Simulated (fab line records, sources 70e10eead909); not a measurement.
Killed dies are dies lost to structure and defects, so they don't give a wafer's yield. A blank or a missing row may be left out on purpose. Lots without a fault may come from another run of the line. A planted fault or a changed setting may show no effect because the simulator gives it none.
A struck lot beside a sound one | flow nand_harc | 14 steps out of a route of 1159
Sound: wafers L502.2, L502.3, L502.5. Struck: wafers L515.2, L515.3, L515.4. The cause comes at the end.
At each step with rows: each side's tool, then ch and its chambers, then its first start. Under that, the readings that differ: sound wafers | struck wafers | difference of the means | sigmas: that difference in standard deviations of wafers without a fault.
alike: readings whose means differ by less than 2 such deviations, and words and numbers that are the same on both sides. not compared: withheld readings, readings that some wafer has no value for, bounds like >300 that may hide the same value, and numbers for which the record gives no deviation and whose values overlap.
The two part at a step that has a row with sigmas, a row that says differs or no value, or rows on one side only. Numbers that don't overlap but have no deviation are shown without sigmas and don't part them. A reading that every wafer of one side lacks parts them only if that side has two wafers or more.

NHARC_P_BONDPAD_CD_MEAS_09: target cd 500 nm.
  sound on cd_sem-03 ch 0, day 6 17:41; struck on cd_sem-03 ch 0, day 9 16:19
  alike: cd_nm
NHARC_P_BONDPAD_OVL_MEAS_38:
  sound on overlay-01, day 6 17:46; struck on overlay-01, day 9 16:25
  alike: overlay_x_nm, overlay_y_nm
then, 2 steps without rows for these wafers: NHARC_P_BONDPAD_HARDBAKE_10 (time 65 s); NHARC_P_BONDPAD_DESCUM_11 (chemistry O2, time 3 s).
NHARC_P_BONDPAD_ETCH_37: etches the open film in N2/H2, target depth 60 nm, overetch 18 nm, time 65.91 s.
  sound on rie_diel-02 ch 0,1, day 6 17:59; struck on rie_diel-13 ch 0,1,2, day 9 16:37
  alike: bias_w, drypump_motor_current_A, oes_product_au, rf_vpp_V, showerhead_plenum_p_Torr, throttle_valve_pct
  not compared: rf_hours_counter_h
then, 1 step without rows for these wafers: NHARC_P_BONDPAD_ETCH_12 (etches the open film in CHF3/O2, target depth 200 nm, time 100 s).
NHARC_P_BONDPAD_CD_MEAS_13:
  sound on cd_sem-02, day 6 18:13; struck on cd_sem-02, day 9 16:58
  alike: cd_nm
NHARC_P_BONDPAD_STRIP_15: strips in O2.
  sound on rie_diel-02 ch 1,2,3, day 6 18:18; struck on rie_diel-02 ch 2,3, day 9 17:02
  alike: drypump_motor_current_A, o2_flow_sccm, oes_product_au, rf_vpp_V, showerhead_plenum_p_Torr, throttle_valve_pct
  not compared: rf_hours_counter_h
NHARC_P_BONDPAD_ETCH_24: etches the open film in CF4/N2, target depth 30 nm, time 72.99 s.
  sound on rie_diel-02 ch 0,1; struck on rie_diel-02 ch 2,3, day 9 17:16
  alike: bias_w, drypump_motor_current_A, oes_product_au, rf_vpp_V, showerhead_plenum_p_Torr, throttle_valve_pct
  not compared: rf_hours_counter_h
then, 2 steps without rows for these wafers: NHARC_P_BONDPAD_STRIP_16 (strips in post etch residue remover, time 600 s); NHARC_P_BONDPAD_DEGAS_25 (time 60 s).
NHARC_P_BONDPAD_PRE_CLEAN_26: time 30 s.
  sound on pvd_sputter-03; struck on pvd_sputter-03
  alike: heater_power_w
NHARC_P_BONDPAD_PVD_17: deposits TaN, target thk 5 nm, time 8.06 s.
  sound on pvd_sputter-03, day 6 19:00; struck on pvd_sputter-03, day 9 17:48
  no value came back on the struck wafers for bias_v (V), cathode_dc_power_W (W), throttle_valve_pct (%), time_s (s); on the sound wafers bias_v (V) reads 165.6 168.6 167.0
NHARC_P_BONDPAD_PVD_27: deposits Cu, target thk 30 nm, time 20.49 s.
  sound on pvd_sputter-03; struck on pvd_sputter-03
  alike: cathode_dc_power_W, chamber_pressure_pa, throttle_valve_pct

WHERE THEY PART
Only at NHARC_P_BONDPAD_PVD_17, within this record. Later steps at which nothing parts them and some readings are alike: NHARC_P_BONDPAD_PVD_27.

WHY: what the simulator had put in
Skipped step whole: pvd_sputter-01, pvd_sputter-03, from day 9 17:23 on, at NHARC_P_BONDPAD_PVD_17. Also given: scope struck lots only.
